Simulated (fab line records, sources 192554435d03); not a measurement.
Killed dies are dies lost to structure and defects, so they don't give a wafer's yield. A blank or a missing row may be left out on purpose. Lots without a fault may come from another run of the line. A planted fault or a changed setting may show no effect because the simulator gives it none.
A struck lot beside a sound one | flow n5_finfet | 14 steps out of a route of 1938
Sound: wafers L496.1, L496.4, L496.6. Struck: wafers L504.1, L504.5, L504.6. The cause comes at the end.
At each step with rows: each side's tool, then ch and its chambers, then its first start. Under that, the readings that differ: sound wafers | struck wafers | difference of the means | sigmas: that difference in standard deviations of wafers without a fault.
alike: readings whose means differ by less than 2 such deviations, and words and numbers that are the same on both sides. not compared: withheld readings, readings that some wafer has no value for, bounds like >300 that may hide the same value, and numbers for which the record gives no deviation and whose values overlap.
The two part at a step that has a row with sigmas, a row that says differs or no value, or rows on one side only. Numbers that don't overlap but have no deviation are shown without sigmas and don't part them. A reading that every wafer of one side lacks parts them only if that side has two wafers or more.

N5_BEOL_M9_RS_MEAS_57: measures by four-point-probe.
  sound on film_metro-01, day 11 14:05; struck on film_metro-02, day 12 23:14
  alike: M9_RS
N5_BEOL_M9_INSPECT_58: inspects for defects (darkfield).
  sound on defect_inspect-01, day 11 14:06; struck on defect_inspect-02, day 12 23:16
  alike: raw_defect_count
N5_BEOL_M10_ILD_DEP_00: deposits SiCOH lowk from DEMS/porogen, target thk 308.51 nm, time 58 s.
  sound on pecvd-02 ch 1,2, day 11 14:08; struck on pecvd-02 ch 0,1, day 12 23:17
  alike: heater_power_w, showerhead_plenum_p_Torr, throttle_valve_pct
N5_BEOL_M10_CURE_71: cures SiCOH lowk, time 240 s.
  sound on uv_cure-01 ch 0, day 11 14:13; struck on uv_cure-02 ch 0, day 12 23:29
  alike: lamp_power_pct, wafer_temp_C_max
N5_BEOL_M10_THK_MEAS_01:
  sound on film_metro-01, day 11 14:44; struck on film_metro-02, day 13 00:01
  alike: M10_ILD_THK
N5_BEOL_M10_PECVD_70: deposits SiO2 from TEOS/O2, target thk 20 nm, time 22.7 s.
  sound on pecvd-03 ch 0,2, day 11 14:46; struck on pecvd-01 ch 0,1,2, day 13 00:02
  alike: heater_power_w, showerhead_plenum_p_Torr, throttle_valve_pct
N5_BEOL_M10_HM_DEP_02: deposits TiN, target thk 20 nm.
  sound on pvd_sputter-01, day 11 15:33; struck on pvd_sputter-03, day 13 02:08
  alike: substrate_temp_c, throttle_valve_pct
then, 5 steps without rows for these wafers: N5_BEOL_M10_COAT_59 (time 60 s, resist thk 100 nm); N5_BEOL_M10_COAT_60 (time 60 s, resist thk 30 nm); N5_BEOL_M10_COAT_05 (resist thk 90 nm); N5_BEOL_M10_EBR_07; N5_BEOL_M10_SOFTBAKE_06 (time 60 s).
N5_BEOL_M10_EXPOSE_08: exposes mask M10.
  sound on arfi_scanner-03 ch 0, day 11 15:47; struck on arfi_scanner-03, day 13 02:31
  no value came back on the struck wafers for dipole_opening_deg (degrees), exposure_dose_mJ_cm2; on the sound wafers dipole_opening_deg (degrees) reads 40 40 40
  alike: mask
then, 1 step without rows for these wafers: N5_BEOL_M10_PEB_09 (peb time 60 s).

WHERE THEY PART
Only at N5_BEOL_M10_EXPOSE_08, within this record.

WHY: what the simulator had put in
Skipped step whole: arfi_scanner-03, from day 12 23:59 on, at N5_BEOL_M10_EXPOSE_08. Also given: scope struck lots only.
